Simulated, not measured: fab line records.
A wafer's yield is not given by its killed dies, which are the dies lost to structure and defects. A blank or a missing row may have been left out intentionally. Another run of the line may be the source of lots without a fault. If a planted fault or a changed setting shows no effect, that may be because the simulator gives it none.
Struck lot and sound lot, side by side | flow n5 finfet | 19 steps out of a route of 1938
Sound: wafers L979.4, L979.5, L979.6. Struck: wafer L985.6 (left out: L985.3, a lot-mate that was not struck); the cause follows at the end.
Each step with rows lists, per side, the tool, then ch with its chambers, then its first start. Under that, the readings that differ: sound wafers | struck wafers | difference of the means | sigmas: that difference in standard deviations of wafers without a fault.
alike: readings with means less than 2 such deviations apart, plus words and numbers identical on both sides. not compared: withheld readings, readings lacking a value on some wafer, bounds such as >300 that could conceal the same value, and numbers that have no deviation in the record and whose values overlap.
The two part at a step that has a row with sigmas, a row that says differs or no value, or rows on one side only. Non-overlapping numbers with no deviation appear without sigmas and do not part them. A reading that every wafer of one side lacks parts them only if that side has two wafers or more.

N5_FIN_SAQP_INSPECT_18: inspects for defects (brightfield).
  struck on defect inspect-02, day 5 16:38; sound on defect inspect-01, day 4 04:06
  alike: raw defect count
N5_FIN_SAQP_DESCUM_21: chemistry O2, time 7.9 s.
  sound on rie diel-05 ch 0,2,3, day 4 04:08; struck on rie diel-06 ch 1, day 5 16:40
  reading                         | sound             | struck | difference | sigmas
  rf vpp V (V)                    | 242.7 243.2 241.9 | 245.9  | +3.3       | +2
  showerhead plenum p Torr (Torr) | 2.05 2.04 1.97    | 2.24   | +0.22      | +3
  alike: drypump motor current A, oes product au, throttle valve pct
  not compared: rf hours counter h
then, 3 steps without rows for these wafers: N5_FIN_SAQP_ETCH_51 (etches SiARC in CF4, target depth 45.5 nm, time 75.8 s); N5_FIN_SAQP_ETCH_52 (etches SOC in N2/H2, target depth 100 nm, overetch 20 nm, time 150 s); N5_FIN_SAQP_STRIP_53 (strips in N2/H2).
N5_FIN_SAQP_HM_OPEN_73: chemistry CHF3/O2, target SiO2, stops on a-Si, target depth 12 nm, time 16.8 s.
  sound on rie diel-05 ch 0,2,3, day 4 04:20; struck on rie diel-06 ch 1, day 5 16:52
  reading                         | sound          | struck | difference | sigmas
  showerhead plenum p Torr (Torr) | 2.37 2.36 2.28 | 2.57   | +0.23      | +3
  alike: drypump motor current A, oes_ar_750_au, oes product au, rf vpp V, throttle valve pct
  not compared: rf hours counter h
then, 2 steps without rows for these wafers: N5_FIN_SAQP_STRIP_74 (strips in CHF3/O2); N5_FIN_SAQP_MANDREL_ETCH_22 (etches a-Si in HBr/Cl2, stops on SiNx, target depth 60 nm, bt time 10 s, time 30 s).
N5_FIN_SAQP_STRIP_55: strips in N2/H2.
  sound on rie diel-05 ch 2,3, day 4 04:31; struck on rie diel-05 ch 2, day 5 17:03
  alike: drypump motor current A, oes product au, rf vpp V, showerhead plenum p Torr, throttle valve pct
  not compared: rf hours counter h
then, 2 steps without rows for these wafers: N5_FIN_SAQP_STRIP_23 (strips in SPM, time 750 s); N5_FIN_SAQP_SRD_66 (time 30 s).
N5_FIN_SAQP_RECESS_75: chemistry HF/NH3, target SiO2, target depth 14.4 nm, afs cycles 3, sublimation time 60 s.
  sound on vapor etch-02 ch 0,1, day 4 04:57; struck on vapor etch-02 ch 0, day 5 17:29
  alike: drypump motor current A, sublimation temp c
N5_FIN_SAQP_SPACER1_ALD_24: deposits SiO2, target thk 20.3 nm, pulse time 1 s, purge time 2 s.
  sound on ald sin-03 ch 0,2,3, day 4 05:47; struck on ald sin-04 ch 2, day 5 17:46
  reading                                           | sound          | struck | difference | sigmas
  ald cycles                                        | 218 218 218    | 192    | -26        |
  model.SiO2_of_FIN_SAQP_SPACER1_ALD_24.thk nm (nm) | 20.2 20.4 20.4 | 17.8   | -2.5       |
  alike: heater power w, precursor pulse height rel, susceptor temp C
N5_FIN_SAQP_SPACER1_ETCHBACK_25: etches SiO2 in CHF3/O2, target depth 24.4 nm, time 12.2 s.
  sound on rie diel-05 ch 0,1,2, day 4 06:32; struck on rie diel-01 ch 1, day 5 18:28
  alike: drypump motor current A, oes_ar_750_au, oes product au, rf vpp V, showerhead plenum p Torr, throttle valve pct
  not compared: rf hours counter h
N5_FIN_SAQP_MANDREL1_REMOVE_56: chemistry HBr/Cl2/O2, target a-Si, stops on SiNx, bt time 10 s.
  sound on rie si-06 ch 2,3, day 4 06:35; struck on rie si-01 ch 0, day 5 18:34
  reading                   | sound          | struck | difference | sigmas
  model.FIN_SAQP.cd nm (nm) | 20.2 20.4 20.2 | 17.8   | -2.5       |
  alike: HBr_flow_sccm, drypump motor current A, oes product au, throttle valve pct
  not compared: rf hours counter h
N5_FIN_SAQP_CD_MEAS_27: the cd target is 20 nm.
  sound on cd sem-03 ch 0, day 4 06:43; struck on cd sem-01 ch 0, day 5 18:41
  reading    | sound             | struck | difference | sigmas
  cd nm (nm) | 20.24 20.22 20.53 | 17.91  | -2.42      | -12
then, 1 step without rows for these wafers: N5_FIN_SAQP_ETCH_57 (etches SiNx in CH3F/O2, target depth 32.5 nm, time 46.4 s).
-- here the record skips 6 days between the struck wafers' starts before and after, leaving off in module FIN_SAQP and picking up in module BEOL_M4 (first step shown: number 1111 of the route) --
N5_BEOL_M4_RC_MEAS_101:
  sound on prober-02 ch 0, day 10 03:43; struck on prober-01 ch 0, day 11 16:24
  alike: DIBL_N, DIBL_P, IOFF_N, IOFF_P, ION_N, ION_P, SS_N, SS_P, VT_N, VT_P
next, for these wafers, 1 step has no rows: N5_PASSIVATION_PROBE_49.

WHERE THEY PART
Last at N5_FIN_SAQP_CD_MEAS_27 as far as this record goes, first at N5_FIN_SAQP_DESCUM_21. Later steps at which nothing parts them and some readings are alike: N5_BEOL_M4_RC_MEAS_101.

WHY: what the simulator had put in
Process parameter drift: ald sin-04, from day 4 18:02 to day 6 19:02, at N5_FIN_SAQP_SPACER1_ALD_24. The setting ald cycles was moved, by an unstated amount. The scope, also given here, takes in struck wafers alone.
